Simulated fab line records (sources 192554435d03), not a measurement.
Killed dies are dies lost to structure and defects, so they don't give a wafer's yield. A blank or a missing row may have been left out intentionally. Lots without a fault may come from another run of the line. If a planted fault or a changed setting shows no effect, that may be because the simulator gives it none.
3 desks, one fault || flow n5Finfet || only its own numbers are on each desk; what lay behind them is given at the end

## THE DEFECT DESK
Inspection counts along the route, by lot: the mean over sampled wafers that carry a number. If a lot's mean is further than 4 standard deviations from the usual mean, the lot is out of limits and carries the mark OUT (the distance appears in the brackets).
Columns: A = rawDefectCount at N5_HKMG_FIN_INSPECT_14, usual 2.3
{"lot": "L271", "first seen here": "day 4 10:37", "A": 2.3}
{"lot": "L273", "first seen here": "day 4 19:41", "A": 1.7}
{"lot": "L283", "first seen here": "day 7 13:14", "A": 3.3}
{"lot": "L285", "first seen here": "day 7 21:23", "A": 1.3}
{"lot": "L286", "first seen here": "day 8 05:31", "A": 1.7}
{"lot": "L292", "first seen here": "day 9 15:34", "A": 2.3}
Finding of this desk: none of the 6 lots has anything out of limits.

## THE METROLOGY DESK
Lot by lot, what the gauges showed, no matter which tool ran the lot: averages of those sampled wafers that carry a number. If a lot's mean is further than 4 standard deviations from the usual mean, the lot is out of limits and carries the mark OUT (the distance appears in the brackets). Readings shown: 7 of its 13, picked as those furthest out on some lot.
Columns: A = cdNm at N5_HKMG_FIN_CD_MEAS_12, usual 92.0 nm; B = NWFM_OVL at N5_HKMG_FIN_OVL_MEAS_13, usual -0.2 nm; C = DIBL_P at N5_BEOL_M4_RC_MEAS_101, usual 38 mV/V; D = IOFF_P at N5_BEOL_M4_RC_MEAS_101, usual 0.24 nA/um; E = ION_N at N5_BEOL_M4_RC_MEAS_101, usual 679 uA/um; F = ION_P at N5_BEOL_M4_RC_MEAS_101, usual 465 uA/um; G = VT_P at N5_BEOL_M4_RC_MEAS_101, usual -249 mV
{"lot": "L271", "first seen here": "day 4 09:49", "A": 93.6, "B": 0.4, "C": 38, "D": 0.24, "E": 678, "F": 464, "G": -248}
{"lot": "L273", "first seen here": "day 4 18:53", "A": 93.3, "B": 0.9, "C": 37, "D": 0.23, "E": 670, "F": 463, "G": -250}
{"lot": "L283", "first seen here": "day 7 12:19", "A": 91.2, "B": -1.1, "C": 38, "D": 0.34, "E": 699, "F": 481, "G": -241}
{"lot": "L285", "first seen here": "day 7 20:28", "A": 92.9, "B": -0.7, "C": 38, "D": 0.23, "E": 668, "F": 457, "G": -248}
{"lot": "L286", "first seen here": "day 8 04:35", "A": 91.4, "B": -0.6, "C": 41, "D": 0.27, "E": 697, "F": 473, "G": -248}
{"lot": "L292", "first seen here": "day 9 14:38", "A": 91.3, "B": -0.2, "C": 38, "D": 0.22, "E": 678, "F": 463, "G": -250}
Finding of this desk: none of the 6 lots has anything out of limits.

## FOR THE TOOL OWNER'S DESK: lithoTrack-02
The tool's own readings at N5_HKMG_FIN_COAT_30 (time 60 s, resist thk 35 nm): means of the sampled wafers that have a number, for each lot that ran on this tool. If a lot's mean is further than 4 standard deviations from the usual mean, the lot is out of limits and carries the mark OUT (the distance appears in the brackets).
Columns: A = heaterPowerTotalW at N5_HKMG_FIN_COAT_30, usual 427.9 W; B = spinSpeedRpm at N5_HKMG_FIN_COAT_30, usual 1499.9 rpm
{"lot": "L273", "first seen here": "day 4 19:24", "A": 425.0, "B": 1499.7}
{"lot": "L283", "first seen here": "day 7 12:49", "A": 427.9, "B": "1539.8 (+44) OUT"}
{"lot": "L285", "first seen here": "day 7 20:58", "A": 427.7, "B": "1539.6 (+44) OUT"}
Finding of this desk: L283, L285 out of limits; the first was L283 at day 7 12:49, on spinSpeedRpm at N5_HKMG_FIN_COAT_30. L273: within limits.

## PUT TOGETHER
At day 7 12:49, on L283, L285, the tool owner's desk was in a position to raise an alarm.
Nothing the defect desk looked at was out of limits.
The metrology desk saw nothing out of limits.
The defect desk has L283, L285 on record, within its limits.
The metrology desk holds a record of L283, L285, inside its limits.
All the named lots went through N5_HKMG_FIN_COAT_30 on lithoTrack-02.

## WHAT THE SIMULATOR PUT IN
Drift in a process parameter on lithoTrack-02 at N5_HKMG_FIN_COAT_30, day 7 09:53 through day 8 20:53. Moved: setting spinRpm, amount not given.
Shown lots that were struck: L283, L285.
Each desk's first reading out of limits, in hours after the fault started: the tool owner's desk, 3.
